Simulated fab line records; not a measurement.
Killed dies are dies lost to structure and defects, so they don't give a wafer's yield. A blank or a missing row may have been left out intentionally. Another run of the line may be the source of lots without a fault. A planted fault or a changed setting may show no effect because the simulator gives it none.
Which tool was responsible? | flow n5-finfet | Sampling: 24 lots, 72 wafers, 3 of 1938 route steps

WHAT THE GAUGES READ, wafer by wafer
N5_BEOL_M5_CD_MEAS_11: target cd 27.74 nm.
lot  | measured     | on        | cd-nm (nm)
L074 | day 9 21:24  | cd-sem-01 | 28.31 28.25 28.63
L075 | day 11 06:48 | cd-sem-03 | 27.96 28.22 27.94
L076 | day 11 12:13 | cd-sem-01 | 27.79 28.04 27.83
L077 | day 11 15:17 | cd-sem-01 | 28.44 28.39 28.41
L078 | day 11 21:08 | cd-sem-02 | 28.17 28.39 28.27
L080 | day 12 05:37 | cd-sem-01 | 27.67 27.54 27.75
L081 | day 12 07:22 | cd-sem-03 | 27.81 28.01 27.98
L082 | day 12 14:57 | cd-sem-03 | 28.37 28.16 28.17
L083 | day 12 15:02 | cd-sem-02 | 27.68 28.29 28.11
L084 | day 12 19:29 | cd-sem-01 | 28.44 28.07 28.03
L085 | day 13 03:59 | cd-sem-02 | 28.43 28.25 28.22
L086 | day 13 10:24 | cd-sem-03 | 27.81 27.85 27.85
L092 | day 13 10:26 | cd-sem-02 | 27.85 28.09 28.21
L088 | day 14 01:00 | cd-sem-02 | 28.32 28.08 28.18
L089 | day 14 05:55 | cd-sem-03 | 28.28 28.38 27.83
L087 | day 14 05:58 | cd-sem-01 | 28.29 28.08 28.27
L090 | day 14 10:02 | cd-sem-01 | 27.96 28.08 27.86
L091 | day 14 14:44 | cd-sem-01 | 28.39 28.13 28.54
L093 | day 14 18:32 | cd-sem-01 | 28.01 27.95 28.09
L079 | day 15 14:52 | cd-sem-03 | 27.86 28.41 27.76
L097 | day 15 15:06 | cd-sem-02 | 28.06 27.94 28.15
L096 | day 16 00:53 | cd-sem-03 | 27.35 28.10 27.98
L095 | day 16 16:03 | cd-sem-01 | 27.80 28.09 27.97
L094 | day 16 12:15 | cd-sem-02 | 28.19 28.12 28.21

TOOL THAT RAN EACH LOT (tool first, then ch and the chambers of the sampled wafers, then the start)
lot  | N5_BEOL_M4_ANNEAL_95         | N5_BEOL_M5_HM_DEP_02
L074 | pvd-sputter-02, day 9 17:17  | pvd-sputter-03, day 9 20:53
L075 | pvd-sputter-01, day 11 02:46 | pvd-sputter-03, day 11 06:25
L076 | pvd-sputter-01, day 11 08:34 | pvd-sputter-03, day 11 11:49
L077 | pvd-sputter-02, day 11 11:16 | pvd-sputter-03, day 11 14:54
L078 | pvd-sputter-03, day 11 17:16 | pvd-sputter-01, day 11 20:44
L080 | pvd-sputter-01, day 12 00:34 | pvd-sputter-03, day 12 05:13
L081 | pvd-sputter-03, day 12 03:37 | pvd-sputter-02, day 12 06:58
L082 | pvd-sputter-03, day 12 09:52 | pvd-sputter-01, day 12 14:26
L083 | pvd-sputter-01, day 12 10:44 | pvd-sputter-01, day 12 14:38
L084 | pvd-sputter-02, day 12 15:41 | pvd-sputter-03, day 12 19:05
L085 | pvd-sputter-03, day 12 23:37 | pvd-sputter-03, day 13 03:35
L086 | pvd-sputter-03, day 13 06:29 | pvd-sputter-01, day 13 09:53
L092 | pvd-sputter-02, day 13 06:38 | pvd-sputter-01, day 13 10:01
L088 | pvd-sputter-03, day 13 20:42 | pvd-sputter-03, day 14 00:28
L089 | pvd-sputter-02, day 13 22:31 | pvd-sputter-01, day 14 04:43
L087 | pvd-sputter-01, day 14 01:33 | pvd-sputter-01, day 14 05:25
L090 | pvd-sputter-02, day 14 06:02 | pvd-sputter-03, day 14 09:31
L091 | pvd-sputter-02, day 14 08:58 | pvd-sputter-03, day 14 14:20
L093 | pvd-sputter-01, day 14 13:49 | pvd-sputter-02, day 14 18:01
L079 | pvd-sputter-02, day 15 10:03 | pvd-sputter-02, day 15 14:28
L097 | pvd-sputter-03, day 15 10:11 | pvd-sputter-01, day 15 14:35
L096 | pvd-sputter-01, day 15 21:11 | pvd-sputter-03, day 16 00:22
L095 | pvd-sputter-01, day 16 02:49 | pvd-sputter-02, day 16 15:39
L094 | pvd-sputter-02, day 16 08:11 | pvd-sputter-03, day 16 11:44
- N5_BEOL_M4_ANNEAL_95: time 240 s.
- N5_BEOL_M5_HM_DEP_02: deposits TiN, target thk 20 nm.

WHAT THE TOOLS THEMSELVES READ (means of the sampled wafers that have a number; where no wafer has one, the mark that the record gives instead)
N5_BEOL_M4_ANNEAL_95.
lot  | tool           | heater-power-w (W)
L074 | pvd-sputter-02 | 844
L075 | pvd-sputter-01 | 876
L076 | pvd-sputter-01 | 790
L077 | pvd-sputter-02 | 846
L078 | pvd-sputter-03 | 791
L080 | pvd-sputter-01 | 823
L081 | pvd-sputter-03 | 841
L082 | pvd-sputter-03 | 785
L083 | pvd-sputter-01 | 933
L084 | pvd-sputter-02 | 843
L085 | pvd-sputter-03 | 842
L086 | pvd-sputter-03 | 850
L092 | pvd-sputter-02 | 826
L088 | pvd-sputter-03 | 791
L089 | pvd-sputter-02 | 823
L087 | pvd-sputter-01 | 865
L090 | pvd-sputter-02 | 819
L091 | pvd-sputter-02 | 822
L093 | pvd-sputter-01 | 793
L079 | pvd-sputter-02 | 797
L097 | pvd-sputter-03 | 747
L096 | pvd-sputter-01 | 800
L095 | pvd-sputter-01 | 847
L094 | pvd-sputter-02 | 811

N5_BEOL_M5_HM_DEP_02.
lot  | tool           | throttle-valve-pct (%)
L074 | pvd-sputter-03 | 30.3
L075 | pvd-sputter-03 | 30.2
L076 | pvd-sputter-03 | 29.6
L077 | pvd-sputter-03 | 30.6
L078 | pvd-sputter-01 | 29.7
L080 | pvd-sputter-03 | 30.0
L081 | pvd-sputter-02 | 29.4
L082 | pvd-sputter-01 | 28.9
L083 | pvd-sputter-01 | 30.4
L084 | pvd-sputter-03 | 30.8
L085 | pvd-sputter-03 | 29.3
L086 | pvd-sputter-01 | 29.0
L092 | pvd-sputter-01 | 30.2
L088 | pvd-sputter-03 | 30.8
L089 | pvd-sputter-01 | 29.7
L087 | pvd-sputter-01 | 30.3
L090 | pvd-sputter-03 | 30.6
L091 | pvd-sputter-03 | 30.4
L093 | pvd-sputter-02 | 30.3
L079 | pvd-sputter-02 | 30.3
L097 | pvd-sputter-01 | 30.4
L096 | pvd-sputter-03 | 29.4
L095 | pvd-sputter-02 | 29.4
L094 | pvd-sputter-03 | 30.6

THE ANSWER, worked out from the rows above alone
Rule: the lots themselves supply what counts as usual. The widest of any qualifying gaps counts: lots, ordered by their means at a reading, are off when they make up no more than a third of the lots, leave a main group of 4 or more, and stand apart from it by 3 or more times the standard deviation of that group's means. The tables above print the reading to a certain number of digits; a main group whose means all agree to those digits is not used. A lot without any number at a reading at which 4 lots or more have one is off too. Any other lot the step has rows for is counted as sound. First the gauges in route order, then the tools' own readings, where a lot's mean is used as printed above. The first step at which some lot is off is used, and at that step the reading that is off furthest; a lot without a number counts as furthest.
No lot is off on any of the readings shown, so nothing can be concluded from this.

WHAT THE SIMULATOR HAD INSERTED
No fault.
